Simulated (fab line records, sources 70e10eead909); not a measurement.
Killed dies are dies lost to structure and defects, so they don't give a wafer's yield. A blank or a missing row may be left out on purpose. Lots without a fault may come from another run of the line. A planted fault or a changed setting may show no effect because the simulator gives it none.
fab line records | flow nand_harc
record lots=24 wafers=72 last_day=33
route steps=1302 shown A_CONTACT@1008
lots that met no fault: from a run of the same line without faults
start_h: hours from the record's first day to the start of the lot's first wafer shown | wait_h: hours since the lot's step before | " the same as in the row above | L1.1+2: a row that stands for several wafers | - no value, or no start given | * or withheld: withheld | < > ~ a bound
route shown NAME@n: a module of which the file shows steps, and the number in the route of the first | usual: mean/standard deviation of fault-free wafers | same: alike in all rows | chamber/n: place in a boat | sites: the reading at each site | _std_site: their standard deviation | _edge_site: outer sites' mean less inner sites' | radius_mm: how far each site lies from the wafer's centre | mask NAME#n: copy n | behind: the tool/chamber that last shaped the wafer | hold: why the lot was held/for how many hours/how that ended | device: the transistor (n, p or np) that didn't switch | end of line: the same wafers' tests at the end of the route | a step without rows: its recipe alone | killed: dies lost to structure and defects at the first sort, not the wafer's yield | map: a wafer's dies, x killed, . not, _ none there
set.NAME: the setting as run; set.NAME@STEP: as run at that earlier step | model.NAME: the simulator's own value behind a step, which no gauge read
steps of the route over a sample of lots; a table a step, a row a wafer
services: from which hour (start_h, from the record's first day; less than 0 if before it) a tool's chamber was out of use, for how many hours, and why
## steps
# step NHARC_A_CONTACT_ETCH_114
# recipe source_w=withheld pressure_mtorr=20 bias_v=3000 time_s=190 target_depth_a=18500 ar_flow_sccm=withheld c4f8_flow_sccm=withheld o2_flow_sccm=withheld chemistry=C4F8/O2/Ar
# same time_s=190
# columns lot.wafer tool chamber start_h wait_h rf_hours_counter_h
L074.1 har_cap_etch-02 0 502.14 0.1 81
L074.5 " 0 " " -
L074.6 " 1 " " -
L075.1 har_cap_etch-02 0 511.75 0.1 83
L075.6 " 1 " " -
L075.5 " 0 " " -
L077.1 har_cap_etch-01 0 519.32 0.1 0
L077.4 " 1 " " -
L077.6 " 0 " " -
L076.3 har_cap_etch-03 0 522.73 0.1 -
L076.6 " 1 " " -
L076.5 " 0 " " -
L079.2 har_cap_etch-01 1 530.99 0.1 4
L079.1 " 0 " " 4
L079.5 " 1 " " -
L078.1 har_cap_etch-02 0 532.38 0.1 91
L078.4 " 0 " " -
L078.5 " 0 " " -
L080.2 har_cap_etch-02 0 547.26 0.1 95
L080.3 " 1 " " -
L080.4 " 0 " " -
L082.4 har_cap_etch-01 1 574.81 0.1 -
L082.5 " 0 " " -
L082.6 " 1 " " -
L081.4 har_cap_etch-02 1 578.75 0.2 -
L081.3 " 0 " " -
L081.6 " 1 " " -
L083.2 har_cap_etch-03 1 581.75 0.1 55
L083.1 " 0 " " 55
L083.5 " 1 " " -
L084.2 har_cap_etch-03 0 591.91 0.2 58
L084.3 " 0 " " -
L084.6 " 1 " " -
L087.4 har_cap_etch-03 0 603.04 0.2 -
L087.3 " 1 " " -
L087.5 " 0 " " -
L086.3 har_cap_etch-01 1 603.95 0.1 -
L086.5 " 1 " " -
L086.6 " 0 " " -
L085.4 har_cap_etch-03 1 608.49 0.2 -
L085.5 " 1 " " -
L085.6 " 0 " " -
L089.1 har_cap_etch-02 0 628.23 0.1 111
L089.4 " 1 " " -
L089.6 " 0 " " -
L088.2 har_cap_etch-01 1 643.20 0.1 25
L088.4 " 1 " " -
L088.5 " 1 " " -
L091.1 har_cap_etch-03 1 648.44 0.2 69
L091.3 " 0 " " -
L091.6 " 1 " " -
L090.3 har_cap_etch-02 1 659.83 0.1 -
L090.6 " 0 " " -
L090.5 " 1 " " -
L092.3 har_cap_etch-02 1 677.41 0.1 -
L092.4 " 0 " " -
L092.6 " 1 " " -
L093.2 har_cap_etch-03 0 679.08 0.1 74
L093.1 " 1 " " 74
L093.3 " 0 " " -
L095.1 har_cap_etch-01 0 693.53 0.1 33
L095.2 " 1 " " 33
L095.4 " 0 " " -
L094.4 har_cap_etch-02 0 694.65 0.1 -
L094.6 " 0 " " -
L094.5 " 1 " " -
L096.4 har_cap_etch-03 0 714.30 0.1 -
L096.3 " 1 " " -
L096.5 " 1 " " -
L097.4 har_cap_etch-02 1 714.79 0.2 -
L097.5 " 1 " " -
L097.6 " 0 " " -
# step NHARC_A_CONTACT_ETCH_96
# recipe target_depth_a=200 over_etch_frac=0.5 time_s=10 ion_energy_ev=250 c4f6_flow_sccm=25 o2_flow_sccm=20 ar_flow_sccm=500 rf_w=600 bias_w=500 chemistry=C4F6/O2
# usual drypump_motor_current_A=6.2/0.34 o2_flow_sccm=20.00/0.058 oes_product_au=0.968/0.027 rf_vpp_V=547/3.7 showerhead_plenum_p_Torr=3.91/0.18 throttle_valve_pct=26.903/0.0092
# same time_s=10
# columns lot.wafer tool chamber start_h wait_h drypump_motor_current_A o2_flow_sccm oes_product_au rf_hours_counter_h rf_vpp_V showerhead_plenum_p_Torr throttle_valve_pct
L074.1 rie_diel-10 0 - - 6.1 19.93 0.955 11 551 4.13 26.901
L074.6 " 3 " " 6.6 19.96 0.933 - 544 3.74 26.910
L074.5 " 0 " " 6.1 19.98 0.948 - 551 4.13 26.902
L075.1 rie_diel-10 3 - - 6.6 20.01 0.952 14 543 3.73 26.916
L075.6 " 1 " " 6.0 20.08 0.952 - 549 4.02 26.904
L075.5 " 2 " " 6.5 20.05 0.941 - 542 3.71 26.896
L077.1 rie_diel-11 0 - - 5.8 20.00 0.938 29 546 3.92 26.892
L077.4 " 3 " " 6.5 20.04 0.940 27 553 4.18 26.895
L077.6 " 0 " " 5.8 19.95 0.936 - 547 3.92 26.892
L076.3 rie_diel-03 3 - - 6.3 20.05 0.938 18 545 3.83 26.902
L076.6 " 3 " " 6.3 20.06 0.933 - 545 3.83 26.901
L076.5 " 0 " " 6.3 20.05 0.935 - 543 3.74 26.914
L079.2 rie_diel-03 2 - - 6.7 19.99 0.984 21 551 4.18 26.904
L079.1 " 3 " " 6.3 20.01 0.984 23 545 3.82 26.897
L079.5 " 1 " " 6.1 20.10 1.001 - 542 3.71 26.907
L078.1 rie_diel-10 3 - - 6.6 20.05 0.987 17 544 3.73 26.904
L078.4 " 1 " " 6.1 20.03 0.998 16 548 4.01 26.904
L078.5 " 3 " " 6.6 20.15 0.985 - 543 3.73 26.899
L080.3 rie_diel-11 3 - - 6.5 19.89 0.939 37 552 4.17 26.912
L080.4 " 0 " " 5.8 20.02 0.942 38 545 3.92 26.906
L080.2 " 1 " " 5.5 20.06 0.948 40 545 3.86 26.905
L082.4 rie_diel-11 1 - - 5.5 19.95 0.942 46 544 3.85 26.900
L082.6 " 0 " " 5.9 19.96 0.962 - 547 3.91 26.927
L082.5 " 1 " " 5.5 19.95 0.941 - 546 3.85 26.905
L081.3 rie_diel-10 3 - - 6.6 20.06 0.938 26 543 3.73 26.911
L081.4 " 1 " " 6.0 20.03 0.933 23 550 4.01 26.915
L081.6 " 3 " " 6.6 20.02 0.941 - 543 3.73 26.901
L083.1 rie_diel-11 3 - - 6.5 19.93 0.934 46 550 4.16 26.890
L083.2 " 2 " " 5.7 19.96 0.969 46 542 3.64 26.908
L083.5 " 0 " " 5.8 20.08 0.968 - 548 3.91 26.884
L084.2 rie_diel-10 1 595.34 0.2 6.0 19.90 0.957 28 547 4.01 26.884
L084.3 " 0 " " 6.1 19.97 0.956 - 552 4.12 26.900
L084.6 " 1 " " 6.0 19.93 0.954 - 549 4.01 26.905
L087.3 rie_diel-11 0 - - 5.8 20.09 0.970 55 546 3.91 26.904
L087.4 " 1 " " 5.5 20.02 0.944 56 547 3.85 26.898
L087.5 " 2 " " 5.7 19.96 0.954 - 541 3.64 26.903
L086.3 rie_diel-10 1 - - 6.0 19.98 1.010 1 550 4.01 26.902
L086.5 " 0 " " 6.1 19.90 1.002 - 553 4.12 26.907
L086.6 " 1 " " 6.0 19.95 0.999 - 549 4.01 26.896
L085.4 rie_diel-10 3 - - 6.6 19.97 0.931 1 543 3.73 26.901
L085.6 " 1 " " 6.0 19.92 0.954 - 547 4.01 26.908
L085.5 " 2 " " 6.5 19.96 0.943 - 543 3.70 26.900
L089.1 rie_diel-10 1 - - 6.0 19.98 0.944 6 548 4.00 26.908
L089.4 " 2 " " 6.5 20.02 0.941 6 542 3.70 26.903
L089.6 " 0 " " 6.1 19.96 0.955 - 550 4.11 26.899
L088.4 rie_diel-10 3 - - 6.6 19.97 0.984 8 543 3.72 26.904
L088.2 " 2 " " 6.5 20.03 0.990 9 544 3.70 26.907
L088.5 " 3 " " 6.6 20.05 0.986 - 542 3.72 26.895
L091.1 rie_diel-10 3 - - 6.6 20.01 0.990 9 543 3.72 26.920
L091.3 " 0 " " 6.1 19.97 1.005 10 552 4.11 26.910
L091.6 " 3 " " 6.6 20.01 0.986 - 543 3.72 26.879
L090.3 rie_diel-10 0 - - 6.1 20.01 0.963 11 551 4.11 26.915
L090.6 " 3 " " 6.6 20.00 0.945 - 541 3.72 26.901
L090.5 " 0 " " 6.1 19.97 0.965 - 551 4.11 26.904
L092.4 rie_diel-11 0 - - 5.8 20.10 0.973 18 546 3.90 26.908
L092.3 " 2 " " 5.7 20.08 0.958 16 552 4.22 26.910
L092.6 " 0 " " 5.8 20.14 0.973 - 547 3.90 26.908
L093.2 rie_diel-11 1 - - 5.5 19.94 1.003 17 546 3.84 26.915
L093.1 " 2 " " 5.7 19.94 1.007 16 553 4.22 26.903
L093.3 " 3 " " 6.5 19.94 0.999 17 550 4.15 26.904
L095.1 rie_diel-10 0 - - 6.1 20.00 0.940 17 551 4.11 26.899
L095.4 " 1 " " 6.0 20.10 0.960 17 549 4.00 26.884
L095.2 " 2 " " 6.5 20.00 0.943 17 542 3.69 26.893
L094.4 rie_diel-10 0 - - 6.1 20.00 1.012 17 551 4.11 26.901
L094.5 " 1 " " 6.0 19.92 1.021 - 549 4.00 26.900
L094.6 " 2 " " 6.5 19.99 1.006 - 544 3.69 26.904
L096.3 rie_diel-10 1 - - 6.0 19.92 1.000 18 548 4.00 26.908
L096.4 " 3 " " 6.6 19.98 0.992 18 542 3.72 26.886
L096.5 " 2 " " 6.5 20.10 0.991 - 543 3.69 26.915
L097.4 rie_diel-10 2 - - 6.5 19.94 0.995 19 542 3.69 26.896
L097.6 " 3 " " 6.7 20.11 0.987 - 544 3.72 26.894
L097.5 " 0 " " 6.1 19.91 1.007 - 550 4.11 26.898
# step NHARC_A_CONTACT_ETCH_78
# recipe target_depth_a=53000 over_etch_frac=0.3 time_s=1378 ion_energy_ev=150 o2_flow_sccm=400 cos_flow_sccm=20 ar_flow_sccm=0 rf_w=500 bias_w=300 chemistry=O2/COS
# usual drypump_motor_current_A=6.2/0.33 o2_flow_sccm=400.0/1.2 oes_product_au=0.998/0.011 rf_vpp_V=313.8/2.4 showerhead_plenum_p_Torr=3.10/0.15 throttle_valve_pct=28.329/0.0083
# same time_s=1378
# columns lot.wafer tool chamber start_h wait_h drypump_motor_current_A o2_flow_sccm oes_product_au rf_hours_counter_h rf_vpp_V showerhead_plenum_p_Torr throttle_valve_pct
L074.1 rie_diel-11 1 - - 5.6 399.4 1.001 25 313.9 3.07 28.328
L074.5 " 0 " " 5.8 400.0 0.981 - 315.6 3.12 28.323
L074.6 " 1 " " 5.6 397.2 1.005 - 314.1 3.07 28.332
L075.1 rie_diel-10 2 - - 6.5 400.4 0.995 14 311.6 2.95 28.345
L075.6 " 1 " " 6.0 397.6 1.010 - 315.1 3.20 28.328
L075.5 " 2 " " 6.5 399.4 0.998 - 311.6 2.95 28.341
L077.1 rie_diel-10 2 - - 6.5 401.8 0.986 16 312.3 2.94 28.329
L077.4 " 0 " " 6.1 400.8 1.011 15 317.7 3.29 28.336
L077.6 " 2 " " 6.5 401.0 0.986 - 311.2 2.95 28.328
L076.3 rie_diel-03 0 - - 6.4 399.0 1.008 24 311.6 2.97 28.344
L076.6 " 3 " " 6.3 401.8 0.997 - 312.1 3.04 28.321
L076.5 " 0 " " 6.3 398.4 0.999 - 312.0 2.97 28.338
L079.2 rie_diel-11 1 - - 5.5 399.5 1.006 34 314.4 3.07 28.327
L079.1 " 3 " " 6.5 401.3 0.992 33 316.9 3.33 28.337
L079.5 " 1 " " 5.5 400.3 0.997 - 313.7 3.07 28.336
L078.1 rie_diel-10 3 - - 6.6 400.0 0.988 19 312.2 2.96 28.330
L078.4 " 2 " " 6.5 401.2 0.989 19 312.2 2.94 28.321
L078.5 " 0 " " 6.1 400.4 1.008 - 317.9 3.29 28.326
L080.4 rie_diel-10 2 - - 6.5 397.3 1.000 21 310.9 2.94 28.326
L080.2 " 3 " " 6.6 401.1 0.985 21 312.8 2.96 28.320
L080.3 " 1 " " 6.0 401.2 1.015 19 316.0 3.20 28.330
L082.4 rie_diel-10 1 - - 6.0 397.1 1.002 24 313.7 3.19 28.325
L082.5 " 2 " " 6.5 399.1 0.983 - 312.4 2.94 28.337
L082.6 " 3 " " 6.6 400.1 0.994 - 311.4 2.96 28.331
L081.4 rie_diel-03 3 - - 6.3 401.5 0.995 38 311.9 3.03 28.332
L081.3 " 1 " " 6.1 399.8 1.000 42 312.3 2.94 28.328
L081.6 " 2 " " 6.7 400.7 0.990 - 317.4 3.32 28.316
L083.2 rie_diel-10 1 592.66 0.1 6.0 402.3 0.993 27 315.7 3.19 28.336
L083.1 " 0 " " 6.1 399.6 1.013 28 316.3 3.28 28.324
L083.5 " 0 " " 6.1 400.3 1.001 - 317.2 3.28 28.331
L084.3 rie_diel-11 2 - - 5.7 400.8 1.021 53 310.6 2.89 28.321
L084.2 " 0 " " 5.8 400.5 1.001 54 312.2 3.11 28.344
L084.6 " 3 " " 6.5 399.3 0.993 - 318.0 3.32 28.329
L087.4 rie_diel-10 0 - - 6.1 400.3 1.002 2 317.2 3.28 28.321
L087.3 " 1 " " 6.0 402.5 1.005 1 315.0 3.19 28.330
L087.5 " 3 " " 6.6 398.1 0.965 - 312.6 2.96 28.328
L086.3 rie_diel-10 0 - - 6.1 399.5 1.015 3 315.1 3.28 28.326
L086.5 " 3 " " 6.6 400.8 0.982 - 309.7 2.96 28.319
L086.6 " 0 " " 6.1 398.1 1.011 - 315.6 3.28 28.312
L085.4 rie_diel-10 1 - - 6.1 399.3 0.999 4 314.6 3.19 28.322
L085.5 " 2 " " 6.5 398.9 0.995 - 310.8 2.94 28.323
L085.6 " 3 " " 6.6 399.9 0.977 - 311.7 2.96 28.331
L089.1 rie_diel-10 0 - - 6.1 399.2 0.998 7 316.2 3.28 28.330
L089.6 " 2 " " 6.5 399.2 0.995 - 311.4 2.94 28.327
L089.4 " 0 " " 6.1 399.9 0.993 - 315.3 3.28 28.304
L088.2 rie_diel-10 3 - - 6.6 400.8 0.988 9 311.1 2.95 28.328
L088.4 " 0 " " 6.1 400.2 1.013 9 316.3 3.28 28.320
L088.5 " 3 " " 6.6 399.8 0.999 - 313.0 2.96 28.320
L091.1 rie_diel-03 0 - - 6.4 398.8 0.992 6 311.5 2.95 28.330
L091.3 " 1 " " 6.0 399.1 0.997 6 311.2 2.92 28.344
L091.6 " 3 " " 6.3 400.5 0.996 - 312.4 3.02 28.337
L090.3 rie_diel-10 0 - - 6.1 401.8 1.011 12 316.5 3.28 28.333
L090.5 " 2 " " 6.5 402.0 1.003 - 311.0 2.93 28.333
L090.6 " 3 " " 6.6 399.4 0.983 - 312.2 2.95 28.324
L092.4 rie_diel-10 1 - - 6.0 397.1 1.002 13 313.8 3.18 28.316
L092.3 " 2 " " 6.5 399.1 0.994 14 311.0 2.93 28.310
L092.6 " 1 " " 6.0 399.0 1.001 - 315.3 3.18 28.334
L093.1 rie_diel-10 3 - - 6.6 400.1 1.005 14 310.8 2.95 28.334
L093.3 " 1 " " 6.0 399.4 1.017 15 316.0 3.18 28.331
L093.2 " 2 " " 6.5 400.3 0.991 15 311.0 2.93 28.335
L095.1 rie_diel-03 1 - - 6.1 400.0 1.006 18 312.1 2.92 28.324
L095.2 " 2 " " 6.8 398.7 0.985 16 316.9 3.31 28.330
L095.4 " 3 " " 6.3 399.6 0.990 18 312.2 3.02 28.317
L094.4 rie_diel-11 0 - - 5.8 399.8 1.016 29 313.5 3.10 28.326
L094.6 " 2 " " 5.7 398.9 1.000 - 316.9 3.36 28.328
L094.5 " 3 " " 6.5 400.7 1.021 - 316.4 3.30 28.331
L096.4 rie_diel-10 1 - - 6.0 401.6 1.003 19 315.6 3.18 28.323
L096.3 " 3 " " 6.6 402.6 0.989 19 312.6 2.95 28.329
L096.5 " 1 " " 5.9 399.7 1.004 - 315.1 3.18 28.330
L097.4 rie_diel-11 3 - - 6.5 401.5 1.011 34 316.8 3.30 28.329
L097.5 " 1 " " 5.5 400.0 1.000 - 313.1 3.04 28.322
L097.6 " 2 " " 5.7 399.8 0.999 - 317.1 3.36 28.329
# step NHARC_A_CONTACT_OVL_MEAS_09
# usual overlay_x_nm=-0.1/0.81 overlay_y_nm=-0.1/0.69
# columns lot.wafer tool chamber start_h wait_h overlay_x_nm overlay_y_nm
L074.1 overlay-01 - 518.61 - 0.0 0.2
L074.5 " - " " 0.0 0.2
L074.6 " - " " -0.3 0.0
L075.1 overlay-02 - 529.06 - -0.9 -0.1
L075.5 " - " " 0.1 -0.6
L075.6 " - " " -0.3 -0.1
L077.1 overlay-02 - 538.26 - -0.2 -0.1
L077.4 " - " " -0.5 -0.5
L077.6 " - " " -0.3 -0.3
L076.3 overlay-02 - 543.35 - 0.1 -0.2
L076.5 " - " " 0.0 0.0
L076.6 " - " " -0.3 -0.5
L079.1 overlay-01 - 548.79 - -0.7 -1.1
L079.2 " - " " -0.2 -0.2
L079.5 " - " " -0.1 -0.6
L078.1 overlay-02 - 551.70 - -1.3 0.5
L078.4 " - " " -1.4 0.6
L078.5 " - " " -1.3 0.7
L080.2 overlay-02 - 566.03 - 1.1 0.1
L080.3 " - " " 1.0 0.0
L080.4 " - " " 1.4 -0.6
L082.4 overlay-02 - 591.68 - 0.0 1.8
L082.5 " - " " 0.8 2.0
L082.6 " - " " 0.6 2.3
L081.3 overlay-01 - 595.52 - -0.2 0.1
L081.4 " - " " -0.8 -0.1
L081.6 " - " " -0.6 -0.2
L083.1 overlay-01 - 601.49 - 0.0 0.2
L083.2 " - " " -0.3 0.4
L083.5 " - " " 0.1 -0.6
L084.2 overlay-02 - 613.85 - 0.4 0.6
L084.3 " - " " 0.9 0.1
L084.6 " - " " 0.8 0.0
L087.3 overlay-02 - 619.89 - 0.7 -0.2
L087.4 " - " " 0.1 -0.1
L087.5 " - " " 0.9 -0.1
L086.3 overlay-01 - 621.49 - 0.8 0.4
L086.5 " - " " 1.4 0.0
L086.6 " - " " 0.7 0.2
L085.4 overlay-02 - 624.57 - 0.2 -0.7
L085.5 " - " " 0.5 -0.7
L085.6 " - " " 0.6 -0.8
L089.1 overlay-01 - 644.17 - -1.6 -0.1
L089.4 " - " " -2.1 -0.1
L089.6 " - " " -1.8 -0.3
L088.2 overlay-02 - 659.07 - -0.2 -1.1
L088.4 " - " " 0.5 -0.8
L088.5 " - " " 0.0 -0.8
L091.1 overlay-01 - 665.23 - 0.7 -0.1
L091.3 " - " " 0.4 0.1
L091.6 " - " " 0.6 0.1
L090.3 overlay-02 - 680.58 - -0.8 -0.2
L090.5 " - " " 0.0 0.4
L090.6 " - " " -0.9 -0.2
L092.3 overlay-01 - 693.24 - -1.5 0.1
L092.4 " - " " -1.7 -0.5
L092.6 " - " " -1.8 0.0
L093.1 overlay-02 - 694.45 - 0.3 -0.2
L093.2 " - " " 0.3 -0.4
L093.3 " - " " 0.9 -0.5
L095.1 overlay-01 - 710.72 - -0.5 -0.1
L095.2 " - " " -0.5 -0.8
L095.4 " - " " -1.3 -0.7
L094.4 overlay-01 - 713.52 - -0.2 -1.4
L094.5 " - " " -1.1 -0.8
L094.6 " - " " -0.9 -1.2
L096.3 overlay-01 - 730.74 - -0.3 1.6
L096.4 " - " " 0.4 1.1
L096.5 " - " " -0.2 1.7
L097.4 overlay-02 - 731.39 - 0.3 -0.5
L097.5 " - " " -0.5 -0.4
L097.6 " - " " -0.2 -0.1
# step NHARC_A_CONTACT_ETCH_31
# recipe target_depth_a=28000 over_etch_frac=0.3 time_s=728 ion_energy_ev=150 o2_flow_sccm=400 cos_flow_sccm=20 ar_flow_sccm=0 rf_w=500 bias_w=300 chemistry=O2/COS
# usual drypump_motor_current_A=6.2/0.35 o2_flow_sccm=400.1/1.2 oes_product_au=0.996/0.011 rf_vpp_V=313.6/2.4 showerhead_plenum_p_Torr=3.09/0.15 throttle_valve_pct=28.330/0.008
# same time_s=728
# columns lot.wafer tool chamber start_h wait_h drypump_motor_current_A o2_flow_sccm oes_product_au rf_hours_counter_h rf_vpp_V showerhead_plenum_p_Torr throttle_valve_pct
L074.1 rie_diel-11 0 - - 5.8 398.8 0.982 28 314.7 3.12 28.328
L074.5 " 1 " " 5.5 399.9 0.992 - 311.7 3.07 28.325
L074.6 " 2 " " 5.7 401.0 1.020 - 310.3 2.90 28.331
L075.1 rie_diel-10 0 - - 6.1 398.4 0.998 16 317.2 3.29 28.327
L075.6 " 3 " " 6.6 399.2 0.986 - 312.4 2.96 28.329
L075.5 " 0 " " 6.1 397.4 1.008 - 315.5 3.29 28.340
L077.4 rie_diel-11 2 - - 5.7 400.7 0.998 32 310.8 2.90 28.334
L077.1 " 3 " " 6.4 400.6 0.977 33 316.4 3.33 28.317
L077.6 " 2 " " 5.7 399.1 1.007 - 309.7 2.90 28.328
L076.3 rie_diel-10 2 - - 6.5 399.6 0.992 18 311.1 2.94 28.345
L076.6 " 2 " " 6.5 400.0 0.991 - 311.4 2.94 28.339
L076.5 " 3 " " 6.6 399.5 0.976 - 312.3 2.96 28.333
L079.1 rie_diel-10 2 - - 6.5 401.9 1.001 20 311.7 2.94 28.333
L079.2 " 0 " " 6.1 400.1 1.015 19 316.2 3.29 28.322
L079.5 " 3 " " 6.6 402.0 0.994 - 312.3 2.96 28.322
L078.4 rie_diel-11 1 - - 5.5 399.5 1.003 40 312.3 3.07 28.332
L078.1 " 2 " " 5.7 399.4 1.015 39 310.9 2.90 28.332
L078.5 " 0 " " 5.8 400.9 0.996 - 314.6 3.12 28.331
L080.2 rie_diel-10 3 - - 6.6 400.5 0.990 22 311.4 2.96 28.326
L080.3 " 0 " " 6.1 398.5 1.003 20 315.7 3.29 28.333
L080.4 " 1 " " 6.0 401.0 1.001 20 315.1 3.20 28.322
L082.4 rie_diel-03 1 - - 6.1 399.7 1.001 43 312.0 2.94 28.328
L082.5 " 3 " " 6.3 400.9 0.985 - 314.1 3.03 28.330
L082.6 " 0 " " 6.4 399.7 0.993 - 311.6 2.96 28.337
L081.3 rie_diel-10 1 - - 6.0 400.0 0.995 29 314.3 3.19 28.311
L081.4 " 0 " " 6.1 399.0 1.002 - 317.3 3.28 28.340
L081.6 " 2 " " 6.5 399.6 0.976 - 313.3 2.94 28.334
L083.1 rie_diel-11 0 - - 5.8 400.8 0.984 53 312.7 3.11 28.321
L083.2 " 1 " " 5.5 398.9 0.993 54 312.0 3.06 28.320
L083.5 " 0 " " 5.8 400.9 0.988 - 314.8 3.11 28.340
L084.2 rie_diel-10 1 - - 6.0 401.1 1.006 3 316.0 3.19 28.345
L084.3 " 0 " " 6.1 399.1 1.010 4 317.1 3.28 28.314
L084.6 " 1 " " 6.0 399.1 0.999 - 314.0 3.19 28.328
L087.3 rie_diel-11 1 - - 5.5 399.2 1.013 0 313.9 3.06 28.317
L087.4 " 3 " " 6.5 400.5 1.006 0 316.8 3.32 28.327
L087.5 " 1 " " 5.5 397.5 1.009 - 311.7 3.06 28.334
L086.3 rie_diel-10 3 - - 6.6 400.7 0.976 6 312.1 2.96 28.330
L086.6 " 2 " " 6.5 400.5 0.996 - 312.0 2.94 28.338
L086.5 " 3 " " 6.6 401.5 0.977 - 310.8 2.96 28.332
L085.4 rie_diel-11 0 - - 5.8 398.0 1.012 1 314.5 3.11 28.328
L085.6 " 0 " " 5.8 399.0 1.012 - 313.7 3.11 28.336
L085.5 " 1 " " 5.5 399.7 1.017 - 313.8 3.06 28.324
L089.4 rie_diel-10 1 - - 6.0 400.3 0.999 8 314.0 3.19 28.318
L089.1 " 2 " " 6.5 399.3 0.988 8 311.0 2.94 28.330
L089.6 " 3 " " 6.6 399.6 0.997 - 312.2 2.96 28.337
L088.4 rie_diel-03 2 - - 6.7 399.8 0.987 7 317.3 3.31 28.319
L088.2 " 3 " " 6.3 397.4 0.999 7 312.6 3.02 28.354
L088.5 " 1 " " 6.0 398.6 0.999 - 311.7 2.92 28.339
L091.3 rie_diel-10 2 - - 6.5 399.5 1.002 11 312.7 2.93 28.332
L091.1 " 0 " " 6.1 397.7 1.015 12 315.3 3.28 28.332
L091.6 " 1 " " 6.1 401.2 1.010 - 314.6 3.19 28.326
L090.3 rie_diel-10 0 - - 6.1 400.2 1.001 13 316.9 3.28 28.327
L090.5 " 3 " " 6.6 401.6 0.986 - 311.6 2.95 28.328
L090.6 " 0 " " 6.1 402.6 0.989 - 315.8 3.28 28.335
L092.4 rie_diel-10 3 - - 6.6 397.5 0.993 16 312.4 2.95 28.331
L092.3 " 1 " " 6.0 401.0 1.010 17 315.4 3.18 28.330
L092.6 " 3 " " 6.6 397.6 0.984 - 312.2 2.95 28.325
L093.2 rie_diel-03 0 - - 6.4 398.6 1.005 18 311.6 2.94 28.320
L093.3 " 2 " " 6.7 401.1 0.981 15 316.4 3.31 28.334
L093.1 " 3 " " 6.3 399.5 0.998 17 311.5 3.02 28.332
L095.4 rie_diel-10 2 - - 6.5 399.6 0.981 18 311.6 2.93 28.337
L095.1 " 3 " " 6.6 401.3 0.982 17 310.6 2.95 28.326
L095.2 " 1 " " 6.0 400.8 0.994 18 316.6 3.18 28.330
L094.4 rie_diel-11 2 - - 5.7 400.0 1.000 26 318.8 3.36 28.330
L094.5 " 1 " " 5.5 400.6 1.002 - 313.5 3.05 28.318
L094.6 " 2 " " 5.7 399.6 1.000 - 316.2 3.36 28.332
L096.3 rie_diel-10 1 - - 6.0 400.5 1.002 20 316.0 3.18 28.355
L096.4 " 3 " " 6.6 400.6 0.996 20 310.6 2.95 28.345
L096.5 " 0 " " 6.1 402.3 0.989 - 316.9 3.27 28.325
L097.4 rie_diel-03 1 - - 6.1 398.9 0.998 24 311.5 2.92 28.315
L097.6 " 0 " " 6.3 399.5 0.992 - 310.8 2.94 28.325
L097.5 " 1 " " 6.1 400.4 0.998 - 311.4 2.91 28.320
# step NHARC_A_CONTACT_ETCH_136
# recipe source_w=withheld pressure_mtorr=20 bias_v=1200 time_s=311 target_depth_a=19120 ar_flow_sccm=withheld c4f8_flow_sccm=withheld o2_flow_sccm=withheld chemistry=C4F8/O2/Ar
# same time_s=311
# columns lot.wafer tool chamber start_h wait_h rf_hours_counter_h
L074.1 har_cap_etch-03 0 520.31 0.2 45
L074.6 " 0 " " -
L074.5 " 1 " " -
L075.1 har_cap_etch-03 0 530.97 0.3 48
L075.6 " 1 " " -
L075.5 " 0 " " -
L077.1 har_cap_etch-01 1 539.94 0.2 6
L077.4 " 1 " " -
L077.6 " 0 " " -
L076.3 har_cap_etch-03 1 545.33 0.2 -
L076.6 " 0 " " -
L076.5 " 1 " " -
L079.1 har_cap_etch-03 1 550.49 0.2 53
L079.2 " 0 " " 53
L079.5 " 0 " " -
L078.1 har_cap_etch-01 1 553.44 0.2 9
L078.4 " 1 " " -
L078.5 " 0 " " -
L080.2 har_cap_etch-03 1 567.72 0.2 54
L080.4 " 1 " " -
L080.3 " 0 " " -
L082.4 har_cap_etch-01 0 593.68 0.2 -
L082.6 " 0 " " -
L082.5 " 1 " " -
L081.3 har_cap_etch-01 0 597.54 0.2 -
L081.4 " 1 " " -
L081.6 " 0 " " -
L083.2 har_cap_etch-02 0 603.24 0.2 105
L083.1 " 1 " " 105
L083.5 " 0 " " -
L084.2 har_cap_etch-03 1 616.16 0.2 65
L084.3 " 1 " " -
L084.6 " 0 " " -
L087.3 har_cap_etch-02 0 621.71 0.2 -
L087.4 " 1 " " -
L087.5 " 1 " " -
L086.3 har_cap_etch-03 1 623.26 0.2 -
L086.5 " 1 " " -
L086.6 " 0 " " -
L085.4 har_cap_etch-01 1 626.55 0.3 -
L085.6 " 1 " " -
L085.5 " 0 " " -
L089.1 har_cap_etch-02 1 645.86 0.2 113
L089.4 " 1 " " -
L089.6 " 1 " " -
L088.2 har_cap_etch-01 1 660.76 0.2 29
L088.4 " 1 " " -
L088.5 " 1 " " -
L091.1 har_cap_etch-03 0 666.92 0.2 73
L091.3 " 1 " " -
L091.6 " 0 " " -
L090.3 har_cap_etch-01 0 682.79 0.4 -
L090.5 " 0 " " -
L090.6 " 1 " " -
L092.3 har_cap_etch-03 1 695.16 0.2 -
L092.4 " 0 " " -
L092.6 " 1 " " -
L093.1 har_cap_etch-01 0 696.15 0.2 35
L093.2 " 1 " " 35
L093.3 " 1 " " -
L095.2 har_cap_etch-01 1 712.41 0.2 37
L095.1 " 0 " " 37
L095.4 " 0 " " -
L094.4 har_cap_etch-01 0 715.45 0.2 -
L094.6 " 0 " " -
L094.5 " 1 " " -
L096.4 har_cap_etch-02 1 732.72 0.3 -
L096.3 " 0 " " -
L096.5 " 0 " " -
L097.4 har_cap_etch-01 1 733.56 0.2 -
L097.6 " 1 " " -
L097.5 " 0 " " -
## services
# columns tool chamber start_h hours kind
rie_diel-11 2 480.26 1.8 repair
har_cap_etch-01 - 497.00 17.0 pm
rie_diel-10 0 502.25 - clean
rie_diel-10 1 502.25 - clean
rie_diel-10 2 502.25 - clean
rie_diel-10 3 502.25 - clean
rie_diel-10 0 526.75 - clean
rie_diel-10 1 526.75 - clean
rie_diel-10 2 526.75 - clean
rie_diel-10 3 526.75 - clean
rie_diel-10 0 551.25 - clean
rie_diel-10 1 551.25 - clean
rie_diel-10 2 551.25 - clean
har_cap_etch-01 - 556.44 1.4 repair
rie_diel-10 3 584.32 14.6 repair
rie_diel-03 3 593.75 15.1 repair
rie_diel-10 - 596.77 9.0 pm
rie_diel-11 - 609.53 9.0 pm
har_cap_etch-02 - 624.21 1.0 repair
rie_diel-10 3 632.89 4.0 repair
rie_diel-03 - 635.43 9.0 pm
rie_diel-03 - 679.03 0.6 repair
rie_diel-03 0 689.40 2.4 repair
rie_diel-03 1 716.53 9.4 repair
## key
fault none
